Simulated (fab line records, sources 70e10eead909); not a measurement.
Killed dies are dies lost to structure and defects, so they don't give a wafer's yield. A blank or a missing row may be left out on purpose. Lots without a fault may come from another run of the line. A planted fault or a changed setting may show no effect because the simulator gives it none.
Which tool did it? | flow nand_harc | 7 lots, 21 wafers sampled, at 1 step of a route of 1302

WHAT THE GAUGES READ, wafer by wafer
NHARC_A_ONON_D2_THK_MEAS_34: measures by ellipsometry.
lot  | measured     | on            | thk_nm (nm)
L616 | day 13 08:41 | film_metro-02 | 201.2 196.5 205.3
L622 | day 16 00:50 | film_metro-01 | 193.0 202.8 199.1
L628 | day 17 12:04 | film_metro-01 | 198.2 194.8 199.1
L630 | day 19 02:29 | film_metro-01 | 196.5 199.9 202.9
L635 | day 20 13:26 | film_metro-01 | 194.4 198.5 197.9
L637 | day 22 00:18 | film_metro-01 | 196.5 198.7 202.2
L638 | day 22 07:52 | film_metro-01 | 196.3 196.8 198.4

WHICH TOOL RAN EACH LOT (tool, then ch and the chambers of the sampled wafers, then the start)
The record holds no process step before these readings.

THE ANSWER, worked out from the rows above alone
Rule: what is usual is taken from the lots themselves. Put in order of their means at a reading, lots are off if they are a third of the lots or fewer, leave a main group of 4 or more, and stand apart from it by a gap of 3 or more times the standard deviation of the main group's means; of several such gaps the widest counts. A main group whose means are all the same, to the digits that the tables above print for the reading, isn't used. A lot without any number at a reading at which 4 lots or more have one is off too. The other lots that the step has rows for count as sound.
No lot is off at any reading shown: from this, nothing can be told.

WHAT THE SIMULATOR HAD PUT IN
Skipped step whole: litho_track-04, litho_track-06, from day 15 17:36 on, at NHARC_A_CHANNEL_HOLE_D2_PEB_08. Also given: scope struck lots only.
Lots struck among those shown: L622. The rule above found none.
